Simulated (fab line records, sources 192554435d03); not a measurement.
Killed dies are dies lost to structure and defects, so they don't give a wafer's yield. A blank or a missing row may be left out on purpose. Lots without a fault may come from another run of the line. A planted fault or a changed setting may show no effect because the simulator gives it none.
Which tool did it? | flow n5_finfet | 12 lots, 36 wafers sampled, at 3 steps of a route of 1938

WHAT THE GAUGES READ, wafer by wafer
N5_BEOL_M10_RS_MEAS_57: measures by four-point-probe. Usual: M10_RS 0.152 ohm/sq, standard deviation 0.0041.
lot  | measured     | on            | M10_RS (ohm/sq)   | flag
L118 | day 11 10:07 | film_metro-01 | 0.147 0.150 0.145 |
L122 | day 13 09:55 | film_metro-02 | 0.151 0.156 0.159 |
L121 | day 13 12:37 | film_metro-01 | 0.152 0.153 0.149 |
L124 | day 14 08:05 | film_metro-01 | 0.157 0.152 0.153 |
L125 | day 14 15:51 | film_metro-02 | 0.149 0.145 0.150 |
L127 | day 15 09:04 | film_metro-01 | 0.154 0.154 0.156 |
L131 | day 16 00:19 | film_metro-02 | 0.154 0.148 0.155 |
L133 | day 16 07:29 | film_metro-02 | 0.161 0.155 0.151 |
L120 | day 16 08:02 | film_metro-01 | 0.147 0.151 0.152 |
L134 | day 16 17:30 | film_metro-02 | 0.161 0.151 0.158 |
L137 | day 17 20:53 | film_metro-01 | 0.152 0.152 0.148 |
L141 | day 18 01:47 | film_metro-02 | 0.146 0.153 0.147 |

WHICH TOOL RAN EACH LOT (tool, then ch and the chambers of the sampled wafers, then the start)
lot  | N5_BEOL_M10_ALD_74                  | N5_BEOL_M10_SURFACE_TREAT_76
L118 | ald_metal-02 ch 2,3, day 11 07:07   | pvd_sputter-02, day 11 08:56
L122 | ald_metal-01 ch 1,2, day 13 08:11   | pvd_sputter-02, day 13 08:29
L121 | ald_metal-01 ch 2,3, day 13 11:10   | pvd_sputter-02, day 13 11:28
L124 | ald_metal-04 ch 0,1, day 14 05:52   | pvd_sputter-03, day 14 06:51
L125 | ald_metal-02 ch 1,3, day 14 14:11   | pvd_sputter-02, day 14 14:32
L127 | ald_metal-04 ch 0,1, day 15 07:32   | pvd_sputter-01, day 15 07:52
L131 | ald_metal-01 ch 1,3, day 15 22:49   | pvd_sputter-02, day 15 23:07
L133 | ald_metal-01 ch 0,2, day 16 05:37   | pvd_sputter-03, day 16 05:55
L120 | ald_metal-04 ch 2,3, day 16 05:41   | pvd_sputter-03, day 16 06:03
L134 | ald_metal-01 ch 2,3, day 16 15:23   | pvd_sputter-01, day 16 15:54
L137 | ald_metal-02 ch 0,1,2, day 17 18:11 | pvd_sputter-03, day 17 19:28
L141 | ald_metal-02 ch 0,3, day 17 23:55   | pvd_sputter-02, day 18 00:16
- N5_BEOL_M10_ALD_74: deposits TaN, target thk 2 nm, pulse time 2 s, purge time 3 s.
- N5_BEOL_M10_SURFACE_TREAT_76

WHAT THE TOOLS THEMSELVES READ (means of the sampled wafers that have a number; where no wafer has one, the mark that the record gives instead)
N5_BEOL_M10_ALD_74. Usual: heater_power_w 413 W, standard deviation 43; mfc_carrier_sccm 1499 sccm, standard deviation 4.4.
lot  | tool         | heater_power_w (W) | mfc_carrier_sccm (sccm) | flag
L118 | ald_metal-02 | 417                | 1497                    |
L122 | ald_metal-01 | 418                | 1498                    |
L121 | ald_metal-01 | 408                | 1502                    |
L124 | ald_metal-04 | 405                | 1498                    |
L125 | ald_metal-02 | 425                | 1496                    |
L127 | ald_metal-04 | 403                | 1496                    |
L131 | ald_metal-01 | 356                | 1499                    |
L133 | ald_metal-01 | 418                | 1495                    |
L120 | ald_metal-04 | 370                | 1498                    |
L134 | ald_metal-01 | 396                | 1495                    |
L137 | ald_metal-02 | 454                | 1495                    |
L141 | ald_metal-02 | 467                | 1500                    |

THE ANSWER, worked out from the rows above alone
Rule: a lot is off if the mean of its wafers that have a number lies more than 3 standard deviations from the usual mean. A lot without any number at a reading at which 4 lots or more have one is off too. The other lots that the step has rows for count as sound. The gauges are gone through in route order, then the tools' own readings, and for those a lot's mean is taken as printed above. The first step at which some lot is off is used, and at that step the reading that is off furthest; a lot without a number counts as furthest.
No lot is off at any reading shown: from this, nothing can be told.

WHAT THE SIMULATOR HAD PUT IN
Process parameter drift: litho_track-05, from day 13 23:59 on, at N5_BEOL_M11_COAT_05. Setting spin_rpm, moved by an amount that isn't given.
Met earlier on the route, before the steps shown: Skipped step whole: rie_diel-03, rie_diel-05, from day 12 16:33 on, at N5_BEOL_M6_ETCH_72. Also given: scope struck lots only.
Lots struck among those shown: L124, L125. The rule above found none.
